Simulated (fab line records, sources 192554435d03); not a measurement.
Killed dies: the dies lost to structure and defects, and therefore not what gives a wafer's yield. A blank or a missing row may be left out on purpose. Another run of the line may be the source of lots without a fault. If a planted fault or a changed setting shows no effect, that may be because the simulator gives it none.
A lot that was struck, set against a sound lot || flow n5 finfet || 16 steps out of a route of 1938
Sound: the wafers L653.1, L653.3, L653.5. Wafers L661.2, L661.4 were the ones struck. The cause is named last.
At each step with rows: each side's tool, then ch and its chambers, then its first start. Under that, the readings that differ: sound wafers || struck wafers || difference of the means || sigmas: that difference in standard deviations of wafers without a fault.
alike: readings with means less than 2 such deviations apart, plus words and numbers identical on both sides. not compared: withheld readings, readings lacking a value on some wafer, bounds such as >300 that could conceal the same value, and numbers that have no deviation in the record and whose values overlap.
Wherever a step has rows on one side only, a row that says differs or no value, or a row with sigmas, the two part there. Numbers that have no deviation but don't overlap get no sigmas and don't part them. A reading missing from all wafers of one side parts the sides only when that side holds two or more wafers.

first, 7 steps without rows for these wafers: N5_BEOL_M4_COAT_76 (time 60 s, resist thk 5 nm); N5_BEOL_M4_COAT_22 (resist thk 30 nm); N5_BEOL_M4_EBR_24; N5_BEOL_M4_SOFTBAKE_23 (time 60 s); N5_BEOL_M4_EXPOSE_25 (exposes mask V3, defocus 5 nm); N5_BEOL_M4_PEB_26 (peb time 60 s); N5_BEOL_M4_DEVELOP_27 (develop time 30 s).
N5_BEOL_M4_CD_MEAS_28: target cd 26.2 nm, target cd y 24.1 nm.
  sound on cd sem-01 ch 0, day 11 05:40; struck on cd sem-01 ch 0, day 13 09:08
  alike: cd nm
N5_BEOL_M4_OVL_MEAS_29:
  sound on overlay-01 ch 0, day 11 05:42; struck on overlay-01 ch 0, day 13 09:10
  alike: V3_OVL
N5_BEOL_M4_INSPECT_30: inspects for defects (brightfield).
  sound on defect inspect-01, day 11 05:46; struck on defect inspect-02, day 13 09:13
  alike: raw defect count
N5_BEOL_M4_DESCUM_33: chemistry O2, time 7 s.
  sound on rie diel-01 ch 0,2,3, day 11 05:50; struck on rie diel-01 ch 2,3, day 13 09:15
  alike: drypump motor current A, o2 flow sccm, oes product au, rf fwd power W, rf vpp V, showerhead plenum p Torr, temp c, throttle valve pct
  not compared: rf hours counter h
N5_BEOL_M4_ETCH_77: etches underlayer in N2/H2, target depth 6.5 nm, time 5.2 s.
  sound on rie diel-01 ch 0,2,3, day 11 05:52; struck on rie diel-01 ch 2,3, day 13 09:17
  alike: drypump motor current A, etch rf on time s, oes product au, rf fwd power W, rf vpp V, showerhead plenum p Torr, throttle valve pct
  not compared: rf hours counter h
N5_BEOL_M4_ETCH_69: etches SiARC in CF4, target depth 15.6 nm, time 26 s.
  sound on rie diel-01 ch 0,2,3, day 11 05:53; struck on rie diel-01 ch 2,3, day 13 09:18
{"reading": "etch rf on time s (s)", "sound": "24.9 26.7 25.4", "struck": "18.9 18.3", "difference": -7.1, "sigmas": -10}
{"reading": "oes product au (a.u.)", "sound": "0.69 0.59 0.86", "struck": "0.97 0.84", "difference": "+0.19", "sigmas": "+3"}
  alike: drypump motor current A, rf fwd power W, rf vpp V, showerhead plenum p Torr, throttle valve pct
  not compared: rf hours counter h
N5_BEOL_M4_ALD_98: deposits SiO2, target thk 2.5 nm, pulse time 1 s, co reactant pulse time 1 s.
  sound on ald sin-02 ch 0,1, day 11 05:58; struck on ald sin-01 ch 0,2, day 13 09:23
  alike: heater power w, precursor pulse height rel
  not compared: since wet clean h
N5_BEOL_M4_RC_MEAS_101:
  sound on prober-02 ch 0, day 12 07:17; struck on prober-02 ch 0, day 15 00:09
  alike: DIBL_N, DIBL_P, IOFF_N, IOFF_P, ION_N, ION_P, SS_N, SS_P, VT_N, VT_P
N5_PASSIVATION_PROBE_49:
  the record holds rows for the sound wafers here (prober-02, day 17 13:10) but none for the struck ones

WHERE THEY PART
Last at N5_PASSIVATION_PROBE_49 as far as this record goes, first at N5_BEOL_M4_ETCH_69.

WHY: what had been put in by the simulator
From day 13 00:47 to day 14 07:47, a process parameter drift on rie diel-01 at N5_BEOL_M4_ETCH_69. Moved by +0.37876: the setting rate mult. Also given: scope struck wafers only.
